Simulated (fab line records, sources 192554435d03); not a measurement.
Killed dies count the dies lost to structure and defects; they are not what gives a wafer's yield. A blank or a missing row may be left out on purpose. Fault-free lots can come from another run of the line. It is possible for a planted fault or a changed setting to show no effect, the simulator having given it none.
A lot that was struck, set against a sound lot ; flow n5-finfet ; 36 out of 1938 route steps
Sound: these wafers, L125.2, L125.3, L125.6. Struck: wafer L136.6 (L136.2, L136.3, from the same lot, were not struck and are left out); the cause is given at the end.
At each step with rows: each side's tool, then ch and its chambers, then its first start. Under that, the readings that differ: sound wafers ; struck wafers ; difference of the means ; sigmas: that difference in standard deviations of wafers without a fault.
alike: same words and numbers on both sides, and readings whose means sit less than 2 such deviations apart. not compared: any withheld reading, any reading some wafer has no value for, any bound like >300 that may hide the same value, and any number with overlapping values for which the record gives no deviation.
Wherever a step has rows on one side only, a row that says differs or no value, or a row with sigmas, the two part there. Numbers that don't overlap but have no deviation are shown without sigmas and don't part them. A reading that every wafer of one side lacks parts them only if that side has two wafers or more.

first, 8 steps without rows for these wafers: N5_MOL_CONTACT_COAG_PRE_CLEAN_121; N5_MOL_CONTACT_COAG_CVD_140 (deposits W, target thk 66.5 nm, time 215 s); N5_MOL_CONTACT_COAG_PRECLEAN_127 (cleans in DIW, time 57.5 s); N5_MOL_CONTACT_COAG_SRD_128 (dry time 32 s); N5_MOL_CONTACT_COAG_CMP_52 (polishes, stops on SiO2, t overpolish 1.5 s, target thk 66.5 nm); N5_MOL_CONTACT_COAG_ANNEAL_112 (time 1800 s); N5_BEOL_M0_SAQP_PECVD_00 (deposits SiCN from 3MS/NH3, target thk 8 nm, time 14 s); N5_BEOL_M0_SAQP_ILD_DEP_01 (deposits SiOC from DEMS/O2, target thk 45.419 nm, time 8.7 s).
N5_BEOL_M0_SAQP_HM_DEP_02: deposits TiN, target thk 12 nm.
  sound: pvd-sputter-01 at day 5 21:27; struck: pvd-sputter-01 at day 8 12:22
reading;sound;struck;difference;sigmas
model.TiN_of_BEOL_M0_SAQP_HM_DEP_02.thk-nm (nm);12 12 12;20;+8;
  alike: substrate-temp-c, susceptor-temp-C, throttle-valve-pct
then, 25 steps without rows for these wafers: N5_BEOL_M0_SAQP_PECVD_03 (deposits SiCN from 3MS/NH3, target thk 12 nm, time 21.1 s); N5_BEOL_M0_SAQP_PECVD_96 (deposits a-Si from SiH4/He, target thk 45 nm, time 45.2 s); N5_BEOL_M0_SAQP_PECVD_97 (deposits SiNx from SiH4/NH3/N2, target thk 23 nm, time 19.9 s); N5_BEOL_M0_SAQP_PECVD_04 (deposits a-Si from SiH4/He, target thk 60 nm, time 60.2 s); N5_BEOL_M0_SAQP_HM_DEP_111 (deposits SiO2 from SiH4/N2O, target thk 12 nm, time 7.2 s); N5_BEOL_M0_SAQP_COAT_81 (time 60 s, resist thk 100 nm); N5_BEOL_M0_SAQP_COAT_82 (time 60 s, resist thk 30 nm); N5_BEOL_M0_SAQP_COAT_08 (resist thk 90 nm); N5_BEOL_M0_SAQP_EBR_10; N5_BEOL_M0_SAQP_SOFTBAKE_09 (time 60 s); N5_BEOL_M0_SAQP_EXPOSE_11 (exposes mask M0 CORE, target cd 42 nm); N5_BEOL_M0_SAQP_PEB_12 (peb time 60 s); N5_BEOL_M0_SAQP_DEVELOP_13 (develop time 30 s); N5_BEOL_M0_SAQP_DESCUM_19 (chemistry O2, time 7.9 s); N5_BEOL_M0_SAQP_ETCH_83 (etches SiARC in CF4, target depth 39 nm, time 65 s); N5_BEOL_M0_SAQP_ETCH_84 (etches SOC in N2/H2, target depth 100 nm, overetch 20 nm, time 150 s); N5_BEOL_M0_SAQP_STRIP_80 (strips in N2/H2); N5_BEOL_M0_SAQP_HM_OPEN_112 (chemistry CHF3/O2, target SiO2, stops on a-Si, target depth 12 nm, time 13.5 s); N5_BEOL_M0_SAQP_STRIP_113 (strips in CHF3/O2); N5_BEOL_M0_SAQP_MANDREL_ETCH_20 (etches a-Si in HBr/Cl2, stops on SiNx, target depth 60 nm, bt time 10 s, time 30 s); N5_BEOL_M0_SAQP_STRIP_86 (strips in N2/H2); N5_BEOL_M0_SAQP_STRIP_115 (strips in post etch residue remover, time 60 s); N5_BEOL_M0_SAQP_SRD_93 (time 30 s); N5_BEOL_M0_SAQP_RECESS_114 (chemistry HF/NH3, target SiO2, target depth 14.4 nm, afs cycles 3, sublimation time 60 s); N5_BEOL_M0_SAQP_SPACER1_ALD_98 (deposits SiO2, target thk 12.8 nm, pulse time 1 s, purge time 2 s).
N5_BEOL_M4_RC_MEAS_101:
  the record has rows for the sound wafers here (prober-01 ch 0, day 8 18:54) and none for the struck ones
-- record jumps: 8 days separate the struck wafers' starts on either side; left off in module BEOL_M4, taken up again in module PASSIVATION, whose first shown step is the route's number 1936 --
N5_PASSIVATION_PROBE_49:
  only the struck wafers here have rows in the record (prober-02, day 16 01:56); the sound ones have none

== WHERE THEY PART ==
At N5_BEOL_M4_RC_MEAS_101 first; at N5_PASSIVATION_PROBE_49 last (within this record only).

WHY: the cause the simulator had injected
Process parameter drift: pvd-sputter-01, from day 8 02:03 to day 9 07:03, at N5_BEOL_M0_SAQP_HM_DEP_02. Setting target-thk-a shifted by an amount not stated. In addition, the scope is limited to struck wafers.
